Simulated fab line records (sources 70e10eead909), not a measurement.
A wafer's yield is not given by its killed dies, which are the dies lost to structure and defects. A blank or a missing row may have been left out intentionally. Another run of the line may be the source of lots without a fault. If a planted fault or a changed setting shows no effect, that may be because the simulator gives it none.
Struck lot and sound lot, side by side || flow nand_harc || 15 out of 1302 route steps
Sound: the wafers L711.1, L711.2, L711.3. Struck: wafer L702.2. (L702.1, L702.5 of the same lot were not struck and are left out.) The cause comes at the end.
Order at every step that has rows: each side's tool, ch and its chambers, its first start. Under that, the readings that differ: sound wafers || struck wafers || difference of the means || sigmas: that difference in standard deviations of wafers without a fault.
alike: readings with means less than 2 such deviations apart, plus words and numbers identical on both sides. not compared: withheld readings, readings lacking a value on some wafer, bounds such as >300 that could conceal the same value, and numbers that have no deviation in the record and whose values overlap.
Wherever a step has rows on one side only, a row that says differs or no value, or a row with sigmas, the two part there. Numbers that don't overlap but have no deviation are shown without sigmas and don't part them. Lack of a reading on every wafer of one side parts them only where that side has two or more wafers.

NHARC_A_CHANNEL_HOLE_D2_STRIP_28: strips in O2.
  sound on rie_diel-07 ch 0,1,3; struck on rie_diel-07 ch 2
{"reading": "rf_hours_counter_h (h)", "sound": "8 6 7", "struck": 1, "difference": -6, "sigmas": ""}
{"reading": "rf_vpp_V (V)", "sound": "58.2 56.3 56.7", "struck": 59.1, "difference": "+2.0", "sigmas": "+2"}
  alike: chamber_pressure_mTorr, drypump_motor_current_A, oes_product_au, showerhead_plenum_p_Torr, throttle_valve_pct
then, 2 steps without rows for these wafers: NHARC_A_CHANNEL_HOLE_D2_PRECLEAN_29 (cleans in SC1); NHARC_A_CHANNEL_HOLE_D2_SRD_30.
NHARC_A_CHANNEL_HOLE_D2_CD_MEAS_31:
  struck on cd_sem-03, day 14 14:55; sound on cd_sem-02, day 18 17:24
  alike: cd_nm
NHARC_A_CHANNEL_HOLE_D2_XSEM_32:
  sound on xsem-02 ch 0, day 18 17:29; struck on xsem-01 ch 0, day 14 15:01
  alike: bot_cd_nm, bow_nm, tilt_deg
NHARC_A_CHANNEL_HOLE_D2_INSPECT_40:
  struck on defect_inspect-02, day 14 15:07; sound on defect_inspect-02, day 18 17:35
  alike: raw_defect_count
then, 3 steps without rows for these wafers: NHARC_A_CHANNEL_FILL_D2_PRECLEAN_00 (cleans in SC1); NHARC_A_CHANNEL_FILL_D2_SRD_01; NHARC_A_CHANNEL_FILL_D2_ALD_02 (deposits SiO2, target thk 6 nm, pulse time 10 s, ald cycles 60).
NHARC_A_CHANNEL_FILL_D2_ALD_03: deposits SiNx, target thk 6 nm, pulse time 60 s, ald cycles 58.
  sound on ald_sin_batch-02 ch 0; struck on ald_sin_batch-01 ch 0
  alike: precursor_pulse_height_rel
  not compared: ald_cycles
NHARC_A_CHANNEL_FILL_D2_ALD_14: deposits SiO2, target thk 2.5 nm, pulse time 10 s, ald cycles 25.
  sound on ald_hk-04 ch 0,1,3, day 19 00:47; struck on ald_hk-03 ch 1, day 14 22:22
  alike: heater_power_outer_w, heater_power_w, precursor_pulse_height_rel
  not compared: ald_cycles
NHARC_A_CHANNEL_FILL_D2_ALD_15: deposits SiNx, target thk 2 nm, pulse time 60 s, ald cycles 19.
  sound on ald_sin_batch-03 ch 0; struck on ald_sin_batch-01 ch 0
  alike: precursor_pulse_height_rel
  not compared: ald_cycles
NHARC_A_CHANNEL_FILL_D2_ALD_16: deposits SiO2, target thk 1.5 nm, pulse time 10 s, ald cycles 15.
  sound on ald_hk-02 ch 0,1,2, day 19 05:56; struck on ald_hk-03 ch 1, day 15 03:27
{"reading": "ald_cycles", "sound": "15 15 15", "struck": 17, "difference": "+2", "sigmas": ""}
  alike: heater_power_outer_w, heater_power_w, precursor_pulse_height_rel
then, 1 step without rows for these wafers: NHARC_A_CHANNEL_FILL_D2_ANNEAL_17 (time 1800 s).
-- jump in the record: it breaks off in module A_CHANNEL_FILL_D2 and resumes in module END (first step shown: number 1302 of the route), and 10 days separate the struck wafers' starts before and after --
NHARC_END_SORT_01:
  sound on prober-02 ch 0, day 29 13:32; struck on prober-02 ch 0, day 25 11:12
  alike: killed_at_array, killed_at_other, killed_at_periphery, killed_dies, killed_open, killed_short

WHERE THEY PART
NHARC_A_CHANNEL_HOLE_D2_STRIP_28 only, going by this record. Later steps at which nothing parts them and some readings are alike: NHARC_A_CHANNEL_HOLE_D2_CD_MEAS_31, NHARC_A_CHANNEL_HOLE_D2_XSEM_32, NHARC_A_CHANNEL_HOLE_D2_INSPECT_40, NHARC_A_CHANNEL_FILL_D2_ALD_03, NHARC_A_CHANNEL_FILL_D2_ALD_14, NHARC_A_CHANNEL_FILL_D2_ALD_15, NHARC_A_CHANNEL_FILL_D2_ALD_16, NHARC_END_SORT_01.

WHY: whatever the simulator had introduced
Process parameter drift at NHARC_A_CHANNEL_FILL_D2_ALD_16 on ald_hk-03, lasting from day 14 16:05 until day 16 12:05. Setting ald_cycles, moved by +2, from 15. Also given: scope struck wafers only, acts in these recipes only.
